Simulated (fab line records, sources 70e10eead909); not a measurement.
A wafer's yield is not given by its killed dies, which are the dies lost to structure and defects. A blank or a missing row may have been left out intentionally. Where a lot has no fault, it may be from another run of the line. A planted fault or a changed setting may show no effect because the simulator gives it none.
fab line records    flow nand-harc
record: lots: 4  wafers: 12  last-day: 27
route steps=1302 shown A_ONON_D2@558 A_CHANNEL_HOLE_D2@570 END@1302
lots that met no fault: taken from a fault-free run of the same line
start-h: start of the lot's first displayed wafer, in hours after the record's first day    wait-h: how many hours have passed since the lot's step before this one    " identical to the entry in the row above    L1.1+2: a row that stands for several wafers    - value missing, or start not given    * or withheld: withheld    < > ~ a bound
route shown NAME@n: NAME is a module with steps in the file, n the number in the route of the first one    usual: mean/standard deviation taken from wafers without a fault    same: alike in all rows    chamber/n: place in a boat    sites: readings site by site    _std_site: the standard deviation of these    _edge_site: the outer-site mean with the inner-site mean subtracted    radius-mm: how far each site lies from the wafer's centre    mask NAME#n: copy n    behind: the tool/chamber that last shaped the wafer    hold: why the lot was held/for how many hours/how that ended    device: whichever transistor did not switch (one of n, p or np)    end of line: tests of these same wafers at the route's end    step lacking rows: just its recipe    killed: the dies lost at the first sort to structure and to defects; this is not the yield of the wafer    map: a wafer's dies, x killed, . not, _ none there
set.NAME: the setting the step ran with; set.NAME@STEP: the setting that earlier step ran with    model.NAME: the simulator's own value behind a step, which no gauge read
lots seen at some steps along the route; tables by step, rows by wafer
services: from which hour (start-h, from the record's first day; less than 0 if before it) a tool's chamber was out of use, for how many hours, and why
== steps ==
step: NHARC_A_ONON_D2_DEP_19
recipe: target-thk-a: 10000  n2-flow-sccm: 2750  n2o-flow-sccm: 2000  nh3-flow-sccm: 500  sih4-flow-sccm: 210  temp-c: 400
step: NHARC_A_ONON_D2_DEP_22
recipe: target-thk-a: 10000  n2-flow-sccm: 2750  n2o-flow-sccm: 2000  nh3-flow-sccm: 500  sih4-flow-sccm: 210  temp-c: 400
step: NHARC_A_ONON_D2_DEP_25
recipe: target-thk-a: 10000  n2-flow-sccm: 2750  n2o-flow-sccm: 2000  nh3-flow-sccm: 500  sih4-flow-sccm: 210  temp-c: 400
step: NHARC_A_ONON_D2_DEP_28
recipe: target-thk-a: 10000  n2-flow-sccm: 2750  n2o-flow-sccm: 2000  nh3-flow-sccm: 500  sih4-flow-sccm: 210  temp-c: 400
step: NHARC_A_ONON_D2_DEP_33
recipe: target-thk-a: 2000  temp-c: 400  pressure-torr: 6.5  rf-w: 900  teos-flow-sccm: 161.4  flow-sccm: 2650  target-thk-nm: 200  gas: O2  material: SiO2
step: NHARC_A_CHANNEL_HOLE_D2_DEP_00
recipe: target-thk-a: 31000  temp-c: 400  material: aC
usual: throttle-valve-pct: 35.000/0.0086
lot.wafer  tool        chamber  start-h  wait-h  throttle-valve-pct
L194.1     acl-dep-01  0        301.66   0.1     34.992
L194.2     "           0        "        "       34.992
L194.6     "           0        303.26   1.7     34.981
L200.3     acl-dep-02  0        358.43   1.5     35.002
L200.5     "           0        "        "       35.003
L200.6     "           0        "        "       34.991
L201.2     acl-dep-02  0        376.52   2.8     34.993
L201.3     "           0        "        "       35.017
L201.5     "           0        "        "       35.008
L203.2     acl-dep-02  0        387.79   0.6     35.013
L203.3     "           0        "        "       34.988
L203.4     "           0        "        "       34.988
step: NHARC_A_CHANNEL_HOLE_D2_DEP_01
recipe: target-thk-a: 1400  target-thk-nm: 140  temp-c: 400  pressure-torr: 3.5  flow-sccm: 200  rf-w: 350  material: SiON
step: NHARC_A_CHANNEL_HOLE_D2_DEHYDRATE_02
recipe: temp-c: 150  time-s: 120
step: NHARC_A_CHANNEL_HOLE_D2_HMDS_03
recipe: time-s: 30
step: NHARC_A_CHANNEL_HOLE_D2_COAT_36
recipe: temp-c: 260  time-s: 75
step: NHARC_A_CHANNEL_HOLE_D2_COAT_37
recipe: temp-c: 225  time-s: 65
step: NHARC_A_CHANNEL_HOLE_D2_COAT_04
recipe: spin-rpm: 1500  resist-thk-nm: 90
step: NHARC_A_CHANNEL_HOLE_D2_SOFTBAKE_05
recipe: temp-c: 105  time-s: 55
step: NHARC_A_CHANNEL_HOLE_D2_EBR_06
step: NHARC_A_CHANNEL_HOLE_D2_EXPOSE_07
recipe: na: 1.35  target-cd-nm: 100  sigma-outer: 0.3  dose-mj: 59.65  mask-id: HOLE_D2
step: NHARC_A_CHANNEL_HOLE_D2_PEB_08
recipe: peb-temp-c: 100  peb-time-s: 65
step: NHARC_A_CHANNEL_HOLE_D2_DEVELOP_09
recipe: develop-time-s: 35  dev-temp-c: 23
step: NHARC_A_CHANNEL_HOLE_D2_DESCUM_15
recipe: time-s: 3  o2-flow-sccm: 200  ar-flow-sccm: 0  bias-power-w: 0  chemistry: O2
step: NHARC_A_CHANNEL_HOLE_D2_ETCH_38
recipe: target-depth-a: 390  over-etch-frac: 0.3  time-s: 65  ion-energy-ev: 80  cf4-flow-sccm: 150  ar-flow-sccm: 0  rf-w: 300  bias-w: 100  chemistry: CF4
step: NHARC_A_CHANNEL_HOLE_D2_ETCH_39
recipe: target-depth-a: 2600  over-etch-frac: 0.3  time-s: 325  ion-energy-ev: 200  n2-flow-sccm: 150  h2-flow-sccm: 150  ar-flow-sccm: 0  rf-w: 400  bias-w: 150  chemistry: N2/H2
step: NHARC_A_CHANNEL_HOLE_D2_ETCH_34
recipe: target-depth-a: 1540  time-s: 77  cf4-flow-sccm: 100  chf3-flow-sccm: 30  ar-flow-sccm: 0  rf-w: 500  bias-w: 200  chemistry: CF4/CHF3
step: NHARC_A_CHANNEL_HOLE_D2_ETCH_16
recipe: target-depth-a: 31000  over-etch-frac: 0.3  time-s: 806  ion-energy-ev: 150  o2-flow-sccm: 400  cos-flow-sccm: 20  ar-flow-sccm: 0  rf-w: 500  bias-w: 300  chemistry: O2/COS
step: NHARC_A_CHANNEL_HOLE_D2_ETCH_19
recipe: bias-v: 1200  source-w: 2500  pressure-mtorr: 15  time-s: 34.5  ar-flow-sccm: 375  c4f8-flow-sccm: 28.8  o2-flow-sccm: 96.2  temp-c: -20  target-depth-a: *  chemistry: C4F8/O2/Ar
step: NHARC_A_CHANNEL_HOLE_D2_ETCH_20
recipe: bias-v: 3000  source-w: withheld  pressure-mtorr: 20  time-s: 361.9  ar-flow-sccm: 375  c4f8-flow-sccm: 89.3  o2-flow-sccm: 35.7  temp-c: -20  target-depth-a: 16000  chemistry: C4F8/O2/Ar
step: NHARC_A_CHANNEL_HOLE_D2_ETCH_21
recipe: bias-v: 3000  source-w: withheld  pressure-mtorr: 20  time-s: 514.3  ar-flow-sccm: 375  c4f8-flow-sccm: 89.3  o2-flow-sccm: 35.7  temp-c: -20  target-depth-a: 16000  chemistry: C4F8/O2/Ar
step: NHARC_A_CHANNEL_HOLE_D2_ETCH_22
recipe: bias-v: 3000  source-w: withheld  pressure-mtorr: 20  time-s: 666.7  ar-flow-sccm: 375  c4f8-flow-sccm: 89.3  o2-flow-sccm: 35.7  temp-c: -20  target-depth-a: 16000  chemistry: C4F8/O2/Ar
step: NHARC_A_CHANNEL_HOLE_D2_ETCH_23
recipe: bias-v: 5000  source-w: withheld  pressure-mtorr: 20  time-s: 819  ar-flow-sccm: 375  c4f8-flow-sccm: 89.3  o2-flow-sccm: 35.7  temp-c: -20  target-depth-a: 16000  chemistry: C4F8/O2/Ar
step: NHARC_A_CHANNEL_HOLE_D2_ETCH_24
recipe: bias-v: 5000  source-w: withheld  pressure-mtorr: 20  time-s: 906.2  ar-flow-sccm: 375  c4f8-flow-sccm: 93.8  o2-flow-sccm: 31.2  temp-c: -20  target-depth-a: 15000  chemistry: C4F8/O2/Ar
step: NHARC_A_CHANNEL_HOLE_D2_ETCH_25
recipe: bias-v: 5000  source-w: withheld  pressure-mtorr: 20  time-s: 1040.2  ar-flow-sccm: 375  c4f8-flow-sccm: 93.8  o2-flow-sccm: 31.2  temp-c: -20  target-depth-a: 15000  chemistry: C4F8/O2/Ar
step: NHARC_A_CHANNEL_HOLE_D2_ETCH_26
recipe: bias-v: 300  source-w: 2000  pressure-mtorr: 30  time-s: 224.1  ar-flow-sccm: 375  c4f8-flow-sccm: 11.4  o2-flow-sccm: 113.6  temp-c: -20  target-depth-a: 3000  chemistry: C4F8/O2/Ar
step: NHARC_A_CHANNEL_HOLE_D2_ETCH_27
recipe: bias-v: 400  source-w: 2000  pressure-mtorr: 25  time-s: 90  ar-flow-sccm: 375  c4f8-flow-sccm: 41.7  o2-flow-sccm: 83.3  temp-c: -20  target-depth-a: 4000  chemistry: C4F8/O2/Ar
step: NHARC_END_SORT_01
recipe: temp-c: 25
usual: killed-at-array: 60/21  killed-at-other: 1.0/1.2  killed-at-periphery: 4.2/2.8  killed-dies: 65/20  killed-open: 3.1/1.8  killed-short: 2.6/1.6
same: gross-dies: 677
lot.wafer  tool       chamber  start-h  wait-h  killed-at-array  killed-at-other  killed-at-periphery  killed-dies  killed-open  killed-short
L203.2     prober-02  0        649.39   2.8     676              0                1                    677          5            6
L203.3     prober-02  0        650.20   3.1     677              0                0                    677          3            1
L203.4     prober-02  0        651.00   3.4     676              0                1                    677          1            2
L201.2     prober-01  0        657.21   2.8     673              2                2                    677          5            3
L201.3     prober-01  0        657.99   3.1     670              4                3                    677          3            1
L201.5     prober-01  0        659.57   3.6     674              2                1                    677          4            2
killed by level:class
L203.2 A_CHANNEL_HOLE_D2:area-dep=614 A_SLIT:chamber-film-flake=17 A_CHANNEL_HOLE_D1:chamber-film-flake=12 A_CHANNEL_HOLE_D2:chamber-film-flake=11 A_CONTACT:chamber-film-flake=10 A_ONON_D2:geometric-particle:open=2 A_M0:geometric-particle:open=2 A_CHANNEL_FILL_D2:chamber-film-flake=2
L203.3 A_CHANNEL_HOLE_D2:area-dep=623 A_CHANNEL_HOLE_D2:chamber-film-flake=19 A_SLIT:chamber-film-flake=15 A_CHANNEL_HOLE_D1:chamber-film-flake=7 A_CONTACT:chamber-film-flake=4 A_CHANNEL_FILL_D1:geometric-particle:short=1 A_ONON_D2:geometric-particle:open=1 A_M0:geometric-particle:open=1
L203.4 A_CHANNEL_HOLE_D2:area-dep=613 A_SLIT:chamber-film-flake=35 A_CHANNEL_HOLE_D2:chamber-film-flake=9 A_CHANNEL_HOLE_D1:chamber-film-flake=5 A_CONTACT:chamber-film-flake=4 A_STAIRCASE:chamber-film-flake=3 A_CHANNEL_FILL_D2:chamber-film-flake=2 P_M0:geometric-particle:short=1
L201.2 A_CHANNEL_HOLE_D2:area-dep=596 A_SLIT:chamber-film-flake=26 A_CHANNEL_HOLE_D1:chamber-film-flake=21 A_CHANNEL_HOLE_D2:chamber-film-flake=13 A_CONTACT:chamber-film-flake=4 A_BONDPAD:chamber-film-flake=3 A_CHANNEL_FILL_D1:geometric-particle:open=2 A_CHANNEL_FILL_D2:chamber-film-flake=2
L201.3 A_CHANNEL_HOLE_D2:area-dep=594 A_CHANNEL_HOLE_D1:chamber-film-flake=39 A_SLIT:chamber-film-flake=15 A_CHANNEL_HOLE_D2:chamber-film-flake=11 THIN_TSV:chamber-film-flake=4 A_STAIRCASE:chamber-film-flake=3 A_DECK1_JOINT:chamber-film-flake=2 A_CHANNEL_FILL_D2:chamber-film-flake=2
L201.5 A_CHANNEL_HOLE_D2:area-dep=591 A_CHANNEL_HOLE_D1:chamber-film-flake=36 A_SLIT:chamber-film-flake=18 A_CHANNEL_HOLE_D2:chamber-film-flake=14 A_CONTACT:chamber-film-flake=6 A_STAIRCASE:chamber-film-flake=2 THIN_TSV:chamber-film-flake=2 A_CHANNEL_HOLE_D1:geometric-particle:short=1
map L201.2 (x killed, . not)
____________x____________
_________xxxxxxx_________
_______xxxxxxxxxxx_______
______xxxxxxxxxxxxx______
_____xxxxxxxxxxxxxxx_____
____xxxxxxxxxxxxxxxxx____
____xxxxxxxxxxxxxxxxx____
___xxxxxxxxxxxxxxxxxxx___
___xxxxxxxxxxxxxxxxxxx___
__xxxxxxxxxxxxxxxxxxxxx__
__xxxxxxxxxxxxxxxxxxxxx__
_xxxxxxxxxxxxxxxxxxxxxxx_
_xxxxxxxxxxxxxxxxxxxxxxx_
_xxxxxxxxxxxxxxxxxxxxxxx_
_xxxxxxxxxxxxxxxxxxxxxxx_
_xxxxxxxxxxxxxxxxxxxxxxx_
xxxxxxxxxxxxxxxxxxxxxxxxx
xxxxxxxxxxxxxxxxxxxxxxxxx
xxxxxxxxxxxxxxxxxxxxxxxxx
xxxxxxxxxxxxxxxxxxxxxxxxx
xxxxxxxxxxxxxxxxxxxxxxxxx
_xxxxxxxxxxxxxxxxxxxxxxx_
_xxxxxxxxxxxxxxxxxxxxxxx_
_xxxxxxxxxxxxxxxxxxxxxxx_
_xxxxxxxxxxxxxxxxxxxxxxx_
_xxxxxxxxxxxxxxxxxxxxxxx_
__xxxxxxxxxxxxxxxxxxxxx__
__xxxxxxxxxxxxxxxxxxxxx__
___xxxxxxxxxxxxxxxxxxx___
___xxxxxxxxxxxxxxxxxxx___
____xxxxxxxxxxxxxxxxx____
____xxxxxxxxxxxxxxxxx____
_____xxxxxxxxxxxxxxx_____
______xxxxxxxxxxxxx______
_______xxxxxxxxxxx_______
_________xxxxxxx_________
____________x____________
map L203.2 (x killed, . not)
____________x____________
_________xxxxxxx_________
_______xxxxxxxxxxx_______
______xxxxxxxxxxxxx______
_____xxxxxxxxxxxxxxx_____
____xxxxxxxxxxxxxxxxx____
____xxxxxxxxxxxxxxxxx____
___xxxxxxxxxxxxxxxxxxx___
___xxxxxxxxxxxxxxxxxxx___
__xxxxxxxxxxxxxxxxxxxxx__
__xxxxxxxxxxxxxxxxxxxxx__
_xxxxxxxxxxxxxxxxxxxxxxx_
_xxxxxxxxxxxxxxxxxxxxxxx_
_xxxxxxxxxxxxxxxxxxxxxxx_
_xxxxxxxxxxxxxxxxxxxxxxx_
_xxxxxxxxxxxxxxxxxxxxxxx_
xxxxxxxxxxxxxxxxxxxxxxxxx
xxxxxxxxxxxxxxxxxxxxxxxxx
xxxxxxxxxxxxxxxxxxxxxxxxx
xxxxxxxxxxxxxxxxxxxxxxxxx
xxxxxxxxxxxxxxxxxxxxxxxxx
_xxxxxxxxxxxxxxxxxxxxxxx_
_xxxxxxxxxxxxxxxxxxxxxxx_
_xxxxxxxxxxxxxxxxxxxxxxx_
_xxxxxxxxxxxxxxxxxxxxxxx_
_xxxxxxxxxxxxxxxxxxxxxxx_
__xxxxxxxxxxxxxxxxxxxxx__
__xxxxxxxxxxxxxxxxxxxxx__
___xxxxxxxxxxxxxxxxxxx___
___xxxxxxxxxxxxxxxxxxx___
____xxxxxxxxxxxxxxxxx____
____xxxxxxxxxxxxxxxxx____
_____xxxxxxxxxxxxxxx_____
______xxxxxxxxxxxxx______
_______xxxxxxxxxxx_______
_________xxxxxxx_________
____________x____________
== services ==
tool        chamber  start-h  hours  kind
acl-dep-01  -        371.51   13.0   pm
== key ==
first-sign: step: NHARC_END_SORT_01  reading: killed-dies  direction: up  sigmas: 31  usual: 65  struck: 677
effect: step: NHARC_END_SORT_01  reading: killed-at-array  direction: up  sigmas: 30  usual: 60  struck: 674
more-kills-born-at: NHARC_A_CHANNEL_HOLE_D2_DEP_00@acl-dep-02: 3631
met-at NHARC_A_CHANNEL_HOLE_D2_DEP_00
struck-wafers L201.2,L201.3,L201.5,L203.2,L203.3,L203.4
later-rows-left-out L201.2,L201.3,L201.5,L203.2,L203.3,L203.4
tester-left-out L201,L203
onset-between 358.43 376.52
also-fits time
fault: kind: process-parameter-drift  tool: acl-dep-02  chamber: -  onset-h: 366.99  steps: NHARC_A_CHANNEL_HOLE_D2_DEP_00  channel: target-thk-a  offset: *  shape: step  end-h: 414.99  acts-in: *  stated: *
tester-left-out: of these lots the tester's yield and bins aren't shown, on N5 and GAA mostly nor the transistor test; their killed dies are dies lost to structure and defects alone, not to doping, threshold or leakage, so they don't give the yield
later-rows-left-out: the simulator's readings of these wafers behind a module that went badly wrong aren't trusted and aren't shown, but for the sort
